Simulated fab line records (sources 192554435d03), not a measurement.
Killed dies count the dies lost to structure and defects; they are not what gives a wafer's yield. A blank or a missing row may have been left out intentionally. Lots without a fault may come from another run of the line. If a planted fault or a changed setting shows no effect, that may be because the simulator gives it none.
Chamber matching || flow n5Finfet || 4 sister chambers for N5_SD_EPI_P_ETCHBACK_46 on rieDiel-06
The step etches SiNx in CH3F/O2, stops on SiO2, target depth 17.5 nm. 16 wafers are shown with their chamber, then 8 later ones without.

== WAFERS PAIRED WITH THEIR CHAMBERS ==
{"wafer": "L074.1", "chamber": 2, "drypumpMotorCurrentA (A)": 5.5, "throttleValvePct (%)": 16.05, "showerheadPlenumPTorr (Torr)": 2.05}
{"wafer": "L074.2", "chamber": 3, "drypumpMotorCurrentA (A)": 5.6, "throttleValvePct (%)": 16.54, "showerheadPlenumPTorr (Torr)": 2.08}
{"wafer": "L074.3", "chamber": 1, "drypumpMotorCurrentA (A)": 5.6, "throttleValvePct (%)": 16.02, "showerheadPlenumPTorr (Torr)": 2.13}
{"wafer": "L078.2", "chamber": 0, "drypumpMotorCurrentA (A)": 5.0, "throttleValvePct (%)": 16.14, "showerheadPlenumPTorr (Torr)": 2.07}
{"wafer": "L078.4", "chamber": 1, "drypumpMotorCurrentA (A)": 5.6, "throttleValvePct (%)": 16.03, "showerheadPlenumPTorr (Torr)": 2.13}
{"wafer": "L078.5", "chamber": 1, "drypumpMotorCurrentA (A)": 5.6, "throttleValvePct (%)": 16.01, "showerheadPlenumPTorr (Torr)": 2.13}
{"wafer": "L081.1", "chamber": 2, "drypumpMotorCurrentA (A)": 5.5, "throttleValvePct (%)": 16.07, "showerheadPlenumPTorr (Torr)": 2.05}
{"wafer": "L081.2", "chamber": 1, "drypumpMotorCurrentA (A)": 5.6, "throttleValvePct (%)": 16.04, "showerheadPlenumPTorr (Torr)": 2.13}
{"wafer": "L081.6", "chamber": 0, "drypumpMotorCurrentA (A)": 5.0, "throttleValvePct (%)": 16.13, "showerheadPlenumPTorr (Torr)": 2.07}
{"wafer": "L083.1", "chamber": 1, "drypumpMotorCurrentA (A)": 5.6, "throttleValvePct (%)": 16.04, "showerheadPlenumPTorr (Torr)": 2.12}
{"wafer": "L083.2", "chamber": 3, "drypumpMotorCurrentA (A)": 5.6, "throttleValvePct (%)": 16.55, "showerheadPlenumPTorr (Torr)": 2.08}
{"wafer": "L083.4", "chamber": 2, "drypumpMotorCurrentA (A)": 5.5, "throttleValvePct (%)": 16.08, "showerheadPlenumPTorr (Torr)": 2.05}
{"wafer": "L085.3", "chamber": 3, "drypumpMotorCurrentA (A)": 5.6, "throttleValvePct (%)": 16.57, "showerheadPlenumPTorr (Torr)": 2.07}
{"wafer": "L085.4", "chamber": 1, "drypumpMotorCurrentA (A)": 5.7, "throttleValvePct (%)": 16.04, "showerheadPlenumPTorr (Torr)": 2.12}
{"wafer": "L085.5", "chamber": 0, "drypumpMotorCurrentA (A)": 5.0, "throttleValvePct (%)": 16.16, "showerheadPlenumPTorr (Torr)": 2.07}
{"wafer": "L088.2", "chamber": 2, "drypumpMotorCurrentA (A)": 5.5, "throttleValvePct (%)": 16.09, "showerheadPlenumPTorr (Torr)": 2.04}

SIGNATURES, as means of the wafers listed above
{"reading": "drypumpMotorCurrentA", "chamber 0": 5.000, "chamber 1": 5.617, "chamber 2": 5.500, "chamber 3": 5.600, "scatter within a chamber": 0.0264}
{"reading": "throttleValvePct", "chamber 0": 16.1433, "chamber 1": 16.0300, "chamber 2": 16.0725, "chamber 3": 16.5533, "scatter within a chamber": 0.0147}
{"reading": "showerheadPlenumPTorr", "chamber 0": 2.0700, "chamber 1": 2.1267, "chamber 2": 2.0475, "chamber 3": 2.0767, "scatter within a chamber": 0.00479}
Rule: for a wafer and a chamber, the distance is found by dividing, reading by reading, the gap between the wafer's reading and the chamber's mean by the reading's scatter, squaring, summing and taking the root. If the next closest chamber is less than 2 further off than the closest, the wafer can't be placed; otherwise it belongs to the closest. How the scatter is found: for the shown wafers, subtract from each reading the mean of its chamber, square and add these, divide the total by (wafers less chambers), then take the root.

== WAFERS WITH NO CHAMBER GIVEN ==
{"wafer": "L088.3", "drypumpMotorCurrentA (A)": 5.6, "throttleValvePct (%)": 16.55, "showerheadPlenumPTorr (Torr)": 2.07}
{"wafer": "L088.6", "drypumpMotorCurrentA (A)": 5.6, "throttleValvePct (%)": 16.57, "showerheadPlenumPTorr (Torr)": 2.07}
{"wafer": "L092.2", "drypumpMotorCurrentA (A)": 5.5, "throttleValvePct (%)": 16.09, "showerheadPlenumPTorr (Torr)": 2.04}
{"wafer": "L092.5", "drypumpMotorCurrentA (A)": 5.5, "throttleValvePct (%)": 16.11, "showerheadPlenumPTorr (Torr)": 2.04}
{"wafer": "L092.6", "drypumpMotorCurrentA (A)": 5.6, "throttleValvePct (%)": 16.08, "showerheadPlenumPTorr (Torr)": 2.12}
{"wafer": "L097.1", "drypumpMotorCurrentA (A)": 5.0, "throttleValvePct (%)": 16.23, "showerheadPlenumPTorr (Torr)": 2.06}
{"wafer": "L097.3", "drypumpMotorCurrentA (A)": 5.5, "throttleValvePct (%)": 16.12, "showerheadPlenumPTorr (Torr)": 2.04}
{"wafer": "L097.6", "drypumpMotorCurrentA (A)": 5.6, "throttleValvePct (%)": 16.09, "showerheadPlenumPTorr (Torr)": 2.12}

== CHAMBER TAKEN BY EACH ==
{"wafer": "L088.3", "from the rows above": 3, "in truth": 3}
{"wafer": "L088.6", "from the rows above": 3, "in truth": 3}
{"wafer": "L092.2", "from the rows above": 2, "in truth": 2}
{"wafer": "L092.5", "from the rows above": 2, "in truth": 2}
{"wafer": "L092.6", "from the rows above": 1, "in truth": 1}
{"wafer": "L097.1", "from the rows above": 0, "in truth": 0}
{"wafer": "L097.3", "from the rows above": 2, "in truth": 2}
{"wafer": "L097.6", "from the rows above": 1, "in truth": 1}
Correct placement for 8 of the 8. Not placeable from these rows: 0. Wrongly placed: 0.
